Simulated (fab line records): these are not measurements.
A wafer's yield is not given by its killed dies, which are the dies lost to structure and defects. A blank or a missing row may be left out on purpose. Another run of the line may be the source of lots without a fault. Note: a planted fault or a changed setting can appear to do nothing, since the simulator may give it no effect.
A lot that was struck, set against a sound lot ; flow n5-finfet ; 26 out of 1938 route steps
Sound: wafers L601.1, L601.2, L601.3. The struck wafers were L597.2, L597.4, L597.5. The cause comes at the end.
At each step with rows: each side's tool, then ch and its chambers, then its first start. Under that, the readings that differ: sound wafers ; struck wafers ; difference of the means ; sigmas: that difference in standard deviations of wafers without a fault.
alike: same words and numbers on both sides, and readings whose means sit less than 2 such deviations apart. not compared: any withheld reading, any reading some wafer has no value for, any bound like >300 that may hide the same value, and any number with overlapping values for which the record gives no deviation.
Wherever a step has rows on one side only, a row that says differs or no value, or a row with sigmas, the two part there. When numbers do not overlap yet have no deviation, they are printed without sigmas and do not part them. Lack of a reading on every wafer of one side parts them only where that side has two or more wafers.

first, 9 steps without rows for these wafers: N5_BEOL_M5_DESCUM_16 (chemistry O2, time 7 s); N5_BEOL_M5_ETCH_72 (etches underlayer in N2/H2, target depth 6.5 nm, time 5.2 s); N5_BEOL_M5_ETCH_61 (etches SiARC in CF4, target depth 15.6 nm, time 26 s); N5_BEOL_M5_ETCH_62 (etches SOC in N2/H2, target depth 75 nm, overetch 15 nm, time 112.5 s); N5_BEOL_M5_STRIP_63 (strips in N2/H2); N5_BEOL_M5_STRIP_73 (strips in N2/H2); N5_BEOL_M5_STRIP_64 (strips in CF4); N5_BEOL_M5_HM_OPEN_17 (chemistry Cl2/BCl3, target TiN, target depth 20 nm, overetch 6 nm); N5_BEOL_M5_STRIP_19 (strips in O2).
N5_BEOL_M5_COAT_65: time 60 s, resist thk 60 nm.
  sound on litho-track-05 ch 0, day 15 19:23; struck on litho-track-04 ch 0, day 15 04:10
reading;sound;struck;difference;sigmas
spin-speed-rpm (rpm);1500.1 1498.4 1499.7;1288.4 1287.6 1289.1;-211.0;-99 or more
model.SOC_of_BEOL_M5_COAT_65.thk-nm (nm);59.8 59.8 59.8;65 65 65;+5;
then, 11 steps without rows for these wafers: N5_BEOL_M5_COAT_66 (time 60 s, resist thk 12 nm); N5_BEOL_M5_COAT_74 (time 60 s, resist thk 5 nm); N5_BEOL_M5_COAT_22 (resist thk 30 nm); N5_BEOL_M5_EBR_24; N5_BEOL_M5_SOFTBAKE_23 (time 60 s); N5_BEOL_M5_EXPOSE_25 (exposes mask V4, defocus 10 nm); N5_BEOL_M5_PEB_26 (peb time 60 s); N5_BEOL_M5_DEVELOP_27 (develop time 30 s); N5_BEOL_M5_DESCUM_33 (chemistry O2, time 7 s); N5_BEOL_M5_ETCH_75 (etches underlayer in N2/H2, target depth 6.5 nm, time 5.2 s); N5_BEOL_M5_ETCH_67 (etches SiARC in CF4, target depth 15.6 nm, time 26 s).
N5_BEOL_M5_ETCH_68: etches SOC in N2/H2, target depth 80 nm, overetch 16 nm, time 120 s.
  sound on rie-diel-02 ch 0,1,2, day 15 19:59; struck on rie-diel-02 ch 1,2,3, day 15 04:46
reading;sound;struck;difference;sigmas
model.etch.depth-nm (nm);59.82 59.89 59.74;64.91 64.91 64.93;+5.10;
  alike: drypump-motor-current-A, oes-product-au, rf-vpp-V, showerhead-plenum-p-Torr, throttle-valve-pct
  not compared: rf-hours-counter-h
then, 2 steps without rows for these wafers: N5_BEOL_M5_STRIP_69 (strips in N2/H2); N5_BEOL_M5_STRIP_76 (strips in N2/H2).
N5_BEOL_M5_VIA_ETCH_34: etches SiCOH lowk in C4F6/O2, target depth 88.3 nm, time 39.2 s.
  sound on rie-diel-02 ch 0,1,2, day 15 20:05; struck on rie-diel-02 ch 1,2,3, day 15 04:52
reading;sound;struck;difference;sigmas
model.SOC_of_BEOL_M5_COAT_65.thk-nm (nm);55.8 55.8 55.6;60.8 60.8 60.8;+5.1;
  alike: drypump-motor-current-A, oes-product-au, rf-vpp-V, showerhead-plenum-p-Torr, throttle-valve-pct
  not compared: rf-hours-counter-h
then, 1 step without rows for these wafers: N5_BEOL_M5_STRIP_85 (strips in C4F6/O2).

WHERE THEY PART
Within this record, at N5_BEOL_M5_COAT_65 only. Later steps at which nothing parts them and some readings are alike: N5_BEOL_M5_ETCH_68, N5_BEOL_M5_VIA_ETCH_34.

WHY: the cause the simulator had injected
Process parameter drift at N5_BEOL_M5_COAT_65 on litho-track-04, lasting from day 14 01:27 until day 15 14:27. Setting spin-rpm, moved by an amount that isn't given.
